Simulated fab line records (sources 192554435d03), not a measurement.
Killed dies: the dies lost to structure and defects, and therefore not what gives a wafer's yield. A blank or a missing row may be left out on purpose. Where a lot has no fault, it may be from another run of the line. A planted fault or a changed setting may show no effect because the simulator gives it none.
2 desks looking at one fault / flow n5-finfet / numbers are kept per desk, each desk with only its own; the story behind them comes last

## TOOL OWNER'S DESK, rie-diel-02
The tool's own readings at N5_PMOS_HMC_CHANNEL_EPI_HM_OPEN_15 (chemistry CHF3/O2, target SiO2, target depth 40.6 nm, time 20.3 s): means of the sampled wafers that have a number, for each lot that ran on this tool. Marked OUT: a lot whose mean sits more than 4 standard deviations from the usual mean, which makes it out of limits; the brackets give that distance.
Columns: A = drypump-motor-current-A at N5_PMOS_HMC_CHANNEL_EPI_HM_OPEN_15, usual 5.9 A; B = oes-product-au at N5_PMOS_HMC_CHANNEL_EPI_HM_OPEN_15, usual 0.77 a.u.; C = rf-vpp-V at N5_PMOS_HMC_CHANNEL_EPI_HM_OPEN_15, usual 526 V; D = showerhead-plenum-p-Torr at N5_PMOS_HMC_CHANNEL_EPI_HM_OPEN_15, usual 2.44 Torr; E = throttle-valve-pct at N5_PMOS_HMC_CHANNEL_EPI_HM_OPEN_15, usual 18.91 %
lot=L454; first seen here=day 2 00:02; A=5.8; B=0.79; C=523; D=2.46; E=18.88
lot=L455; first seen here=day 2 06:02; A=6.1; B=0.73; C=526; D=2.46; E=19.05
lot=L458; first seen here=day 2 23:24; A=5.9; B=0.66; C=523; D=2.44; E=18.89
lot=L459; first seen here=day 3 05:35; A=6.3; B=0.67; C=525; D=2.45; E=19.17
lot=L471; first seen here=day 6 06:01; A=6.0; B=0.75; C=523; D=2.44; E=19.09
lot=L473; first seen here=day 6 17:49; A=6.0; B=0.76; C=524; D=2.44; E=19.10
This desk found nothing out of limits on any of the 6 lots.

## FROM THE METROLOGY DESK
What the gauges read for every lot (on any tool): the sampled wafers with a number, averaged. Marked OUT: a lot whose mean sits more than 4 standard deviations from the usual mean, which makes it out of limits; the brackets give that distance. Readings shown: 7 of its 11, picked as those furthest out on some lot.
Columns: A = DIBL_N at N5_BEOL_M4_RC_MEAS_101, usual 36.4 mV/V; B = IOFF_P at N5_BEOL_M4_RC_MEAS_101, usual 0.21 nA/um; C = ION_N at N5_BEOL_M4_RC_MEAS_101, usual 673 uA/um; D = ION_P at N5_BEOL_M4_RC_MEAS_101, usual 461 uA/um; E = SS_N at N5_BEOL_M4_RC_MEAS_101, usual 71.6 mV/dec; F = VT_N at N5_BEOL_M4_RC_MEAS_101, usual 249.4 mV; G = VT_P at N5_BEOL_M4_RC_MEAS_101, usual -250 mV
lot=L454; first seen here=day 8 02:40; A=37.2; B=0.22; C=675; D=458; E=71.8; F=248.2; G=-249
lot=L455; first seen here=day 8 07:10; A=37.3; B=0.24; C=666; D=459; E=71.7; F=247.3; G=-247
lot=L456; first seen here=day 8 18:12; A=36.0; B=0.18; C=676; D=452; E=71.7; F=248.2; G=-254
lot=L459; first seen here=day 9 07:05; A=37.5; B=0.25; C=684; D=470; E=72.3; F=250.3; G=-245
lot=L467; first seen here=day 11 17:55; A=36.1; B=0.23; C=678; D=464; E=71.6; F=247.9; G=-246
lot=L469; first seen here=day 11 21:12; A=36.1; B=0.18; C=659; D=451; E=71.9; F=253.0; G=-252
lot=L471; first seen here=day 11 22:14; A=36.0; B=0.18; C=668; D=455; E=71.3; F=250.2; G=-255
lot=L472; first seen here=day 12 19:30; A=36.9; B=0.21; C=673; D=460; E=72.1; F=251.2; G=-251
lot=L473; first seen here=day 12 22:25; A=38.9; B=0.25; C=672; D=463; E=71.7; F=249.6; G=-246
This desk found nothing out of limits on any of the 9 lots.

## PUT TOGETHER
The desk of the tool owner found nothing out of limits.
Nothing out of limits was seen by the metrology desk.

## WHAT THE SIMULATOR PUT IN
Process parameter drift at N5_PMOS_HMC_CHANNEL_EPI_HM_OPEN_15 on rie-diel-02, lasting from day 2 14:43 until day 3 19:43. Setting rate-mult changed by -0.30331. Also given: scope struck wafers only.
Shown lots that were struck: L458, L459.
